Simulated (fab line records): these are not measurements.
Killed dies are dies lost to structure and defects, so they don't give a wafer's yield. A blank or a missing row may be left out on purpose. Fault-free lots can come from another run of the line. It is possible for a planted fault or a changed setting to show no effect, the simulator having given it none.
Comparing a struck lot with a sound one	flow n5 finfet	22 steps out of a route of 1938
Sound: these wafers, L467.2, L467.3, L467.4. The struck wafers were L474.1, L474.2, L474.4. The cause is given at the end.
For every step that has rows: the tool of each side, followed by ch and its chambers, followed by its first start. Under that, the readings that differ: sound wafers	struck wafers	difference of the means	sigmas: that difference in standard deviations of wafers without a fault.
alike: words and numbers the same on both sides, and readings whose means are apart by under 2 such deviations; not compared: readings that were withheld, readings missing a value for some wafer, numbers with overlapping values and no deviation given by the record, and bounds like >300 which may hide the same value.
The two part at a step that has a row with sigmas, a row that says differs or no value, or rows on one side only. Numbers that have no deviation but don't overlap get no sigmas and don't part them. Lack of a reading on every wafer of one side parts them only where that side has two or more wafers.

first, 9 steps without rows for these wafers: N5_BEOL_M3_PRE_CLEAN_60 (time 15 s); N5_BEOL_M3_CO_CAP_55 (material Co, precursor CCTBA/H2, target thk 2 nm, time 102.1 s); N5_BEOL_M3_PRE_CLEAN_56 (time 15 s); N5_BEOL_M3_DEP_57 (deposits SiCN from 3MS/NH3, target thk 8 nm, time 14 s); N5_BEOL_M4_ILD_DEP_00 (deposits SiOC from DEMS/O2, target thk 79 nm, time 15.3 s); N5_BEOL_M4_PECVD_72 (deposits SiO2 from TEOS/O2, target thk 16 nm, time 18 s); N5_BEOL_M4_HM_DEP_02 (deposits TiN, target thk 20 nm); N5_BEOL_M4_COAT_61 (time 60 s, resist thk 60 nm); N5_BEOL_M4_COAT_62 (time 60 s, resist thk 12 nm).
N5_BEOL_M4_COAT_73: time 60 s, resist thk 5 nm.
  sound on litho track-04 ch 0, day 11 21:35; struck on litho track-04 ch 0, day 13 07:32
reading	sound	struck	difference	sigmas
spin speed rpm (rpm)	1499.2 1499.4 1500.2	1640.5 1641.2 1641.7	+141.5	+99 or more
  alike: heater power total W, resist line temp C
then, 7 steps without rows for these wafers: N5_BEOL_M4_COAT_05 (resist thk 30 nm); N5_BEOL_M4_EBR_07; N5_BEOL_M4_SOFTBAKE_06 (time 60 s); N5_BEOL_M4_EXPOSE_08 (exposes mask M4); N5_BEOL_M4_PEB_09 (peb time 60 s); N5_BEOL_M4_DEVELOP_10 (develop time 30 s); N5_BEOL_M4_DESCUM_16 (chemistry O2, time 7 s).
N5_BEOL_M4_ETCH_74: etches underlayer in N2/H2, target depth 6.5 nm, time 5.2 s.
  sound on rie diel-05 ch 0,1,3, day 11 22:37; struck on rie diel-01 ch 0,1,2, day 13 08:05
reading	sound	struck	difference	sigmas
etch rf on time s (s)	5.38 5.48 5.63	4.95 4.92 4.82	-0.60	-4
model.etch.depth nm (nm)	5.025 5.01 5.04	4.775 4.797 4.778	-0.242	
  alike: drypump motor current A, oes product au, rf vpp V, showerhead plenum p Torr, throttle valve pct
  not compared: rf hours counter h, model.CAR-EUV_of_BEOL_M4_COAT_05.thk nm
N5_BEOL_M4_ETCH_63: etches SiARC in CF4, target depth 15.6 nm, time 26 s.
  sound on rie diel-05 ch 0,1,3, day 11 22:38; struck on rie diel-01 ch 0,1,2, day 13 08:06
reading	sound	struck	difference	sigmas
etch rf on time s (s)	27.0 27.3 27.3	26.0 25.7 25.0	-1.6	-2
  alike: drypump motor current A, oes product au, rf vpp V, showerhead plenum p Torr, throttle valve pct
  not compared: rf hours counter h, model.CAR-EUV_of_BEOL_M4_COAT_05.thk nm
then, 1 step without rows for these wafers: N5_BEOL_M4_ETCH_64 (etches SOC in N2/H2, target depth 75 nm, overetch 22.5 nm, time 121.9 s).
N5_BEOL_M4_RC_MEAS_101:
  sound on prober-02 ch 0, day 12 11:51; struck on prober-01 ch 0, day 13 20:20
  alike: DIBL_N, DIBL_P, IOFF_N, IOFF_P, ION_N, ION_P, SS_N, SS_P, VT_N, VT_P
-- here the record skips 4 days between the struck wafers' starts before and after, leaving off in module BEOL_M4 and picking up in module PASSIVATION (first step shown: number 1936 of the route) --
N5_PASSIVATION_PROBE_49:
  record: rows for the struck wafers here (prober-01, day 18 02:49), none for the sound ones

== WHERE THEY PART ==
Earliest at N5_BEOL_M4_COAT_73; latest, in this record, at N5_PASSIVATION_PROBE_49.

WHY: whatever the simulator had introduced
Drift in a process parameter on litho track-04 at N5_BEOL_M4_COAT_73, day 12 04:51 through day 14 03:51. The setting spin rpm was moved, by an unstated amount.
